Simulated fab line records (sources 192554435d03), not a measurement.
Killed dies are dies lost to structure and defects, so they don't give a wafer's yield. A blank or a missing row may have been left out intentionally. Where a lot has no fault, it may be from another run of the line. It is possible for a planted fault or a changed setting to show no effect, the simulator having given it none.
The same fault as seen by 3 desks    flow n5 finfet    each desk holds nothing but its own numbers, with what lay behind them at the end

== FROM THE METROLOGY DESK ==
Lot by lot, what the gauges showed, no matter which tool ran the lot: averages of those sampled wafers that carry a number. Any lot whose mean is over 4 standard deviations away from the usual mean is out of limits and marked OUT; that distance is given in the brackets.
Columns: A = cd nm at N5_BEOL_M15_CD_MEAS_10, usual 360.7 nm; B = V14_OVL at N5_BEOL_M15_OVL_MEAS_11, usual 2 nm
lot   first seen here  A      B
L889  day 11 17:21     363.0  8
L897  day 13 17:25     360.1  2
L899  day 14 00:10     360.4  -1
L900  day 15 00:53     359.7  1
L903  day 15 03:22     361.8  -3
L905  day 15 11:44     360.1  6
L911  day 17 05:42     359.8  7
This desk found nothing out of limits on any of the 7 lots.

== THE DEFECT DESK ==
Counts from the inspections along the route, per lot, as means over the sampled wafers that have a number. Any lot whose mean is over 4 standard deviations away from the usual mean is out of limits and marked OUT; that distance is given in the brackets.
Columns: A = raw defect count at N5_BEOL_M15_INSPECT_12, usual 2.1
lot   first seen here  A
L889  day 11 17:25     1.0
L897  day 13 17:28     2.0
L899  day 14 00:14     1.0
L900  day 15 00:56     1.0
L903  day 15 03:25     1.3
L905  day 15 11:47     2.0
L911  day 17 05:45     1.7
This desk found nothing out of limits on any of the 7 lots.

== FOR THE TOOL OWNER'S DESK: rie diel-04 ==
The tool's own readings at N5_BEOL_M15_ETCH_59 (etches BARC in N2/H2, target depth 89 nm, overetch 26.7 nm, time 67.9 s): means of the sampled wafers that have a number, for each lot that ran on this tool. Any lot whose mean is over 4 standard deviations away from the usual mean is out of limits and marked OUT; that distance is given in the brackets.
Columns: A = bias w at N5_BEOL_M15_ETCH_59, usual 150.1 W; B = drypump motor current A at N5_BEOL_M15_ETCH_59, usual 5.8 A; C = oes product au at N5_BEOL_M15_ETCH_59, usual 0.67 a.u.; D = rf vpp V at N5_BEOL_M15_ETCH_59, usual 524.6 V; E = run length s at N5_BEOL_M15_ETCH_59, usual 91.0 s; F = showerhead plenum p Torr at N5_BEOL_M15_ETCH_59, usual 2.57 Torr; G = throttle valve pct at N5_BEOL_M15_ETCH_59, usual 17.84 %
lot   first seen here  A      B    C     D      E               F     G
L897  day 13 17:34     149.6  5.5  0.69  525.9  91.0            2.62  17.63
L899  day 14 00:18     150.2  5.5  0.72  526.7  87.1 (-11) OUT  2.62  17.76
L900  day 15 01:01     149.8  5.4  0.71  524.4  85.1 (-16) OUT  2.58  17.86
L903  day 15 03:29     150.2  5.6  0.71  526.0  87.0 (-11) OUT  2.62  17.78
This desk finds L899, L900, L903 out of limits, L899 being first, at day 14 00:18 (run length s at N5_BEOL_M15_ETCH_59). In limits: L897.

== PUT TOGETHER ==
An alarm could have come from the tool owner's desk at day 14 00:18, on L899, L900, L903.
Metrology desk: nothing out of limits seen.
No out-of-limits result turned up at the defect desk.
The metrology desk has L899, L900, L903 on record, within its limits.
The defect desk has L899, L900, L903 on record, within its limits.
All the named lots went through N5_BEOL_M15_ETCH_59 on rie diel-04.

== WHAT THE SIMULATOR HAD INSERTED ==
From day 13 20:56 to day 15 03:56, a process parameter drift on rie diel-04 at N5_BEOL_M15_ETCH_59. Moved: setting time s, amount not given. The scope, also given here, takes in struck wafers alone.
Lots struck among those shown: L899, L900, L903.
Delay in hours, fault start to first out-of-limits reading, by desk: the tool owner's desk at 3.
